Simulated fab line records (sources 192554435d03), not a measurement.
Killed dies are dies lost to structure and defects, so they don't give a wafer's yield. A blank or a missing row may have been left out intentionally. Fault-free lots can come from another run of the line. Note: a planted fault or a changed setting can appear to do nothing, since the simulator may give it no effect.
Chamber matching | flow n5 finfet | 4 sister chambers for N5_MOL_CONTACT_COAG_STRIP_96 on rie diel-02
The step strips in N2/H2. 8 wafers are shown with their chamber, then 7 later ones without.

== EACH WAFER AND ITS CHAMBER ==
wafer  | chamber | showerhead plenum p Torr (Torr) | throttle valve pct (%)
L079.3 | 2       | 3.32                            | 19.33
L079.6 | 2       | 3.32                            | 19.35
L087.6 | 1       | 3.53                            | 18.67
L089.1 | 0       | 3.56                            | 18.66
L089.2 | 3       | 3.48                            | 19.04
L089.5 | 3       | 3.48                            | 19.03
L092.1 | 1       | 3.52                            | 18.69
L092.3 | 0       | 3.55                            | 18.66

== WAFERS MISSING THEIR CHAMBER ==
wafer  | showerhead plenum p Torr (Torr) | throttle valve pct (%)
L092.5 | 3.52                            | 18.71
L093.3 | 3.52                            | 18.70
L093.5 | 3.55                            | 18.66
L093.6 | 3.47                            | 19.04
L096.1 | 3.31                            | 18.97
L096.2 | 3.55                            | 18.68
L096.3 | 3.47                            | 19.04

== WHICH CHAMBER EACH WENT THROUGH ==
wafer  | from the rows above     | in truth
L092.5 | 1                       | 1
L093.3 | 1                       | 1
L093.5 | 0                       | 0
L093.6 | 3                       | 3
L096.1 | can't be placed: 3 or 2 | 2
L096.2 | 0                       | 0
L096.3 | 3                       | 3
Placed correctly: 6 of 7. Not placeable from these rows: 1 (in 1, the candidates include the true chamber). Placed wrongly: 0.
How it was worked out, from the rows above alone: a wafer's distance from a chamber is the root of the sum, over the readings, of the square of ((its reading less the chamber's mean) divided by the reading's scatter). If the next closest chamber is less than 2 further off than the closest, the wafer can't be placed; otherwise it belongs to the closest. For every chamber, the mean is computed from those of its wafers that are shown. How the scatter is found: for the shown wafers, subtract from each reading the mean of its chamber, square and add these, divide the total by (wafers less chambers), then take the root.
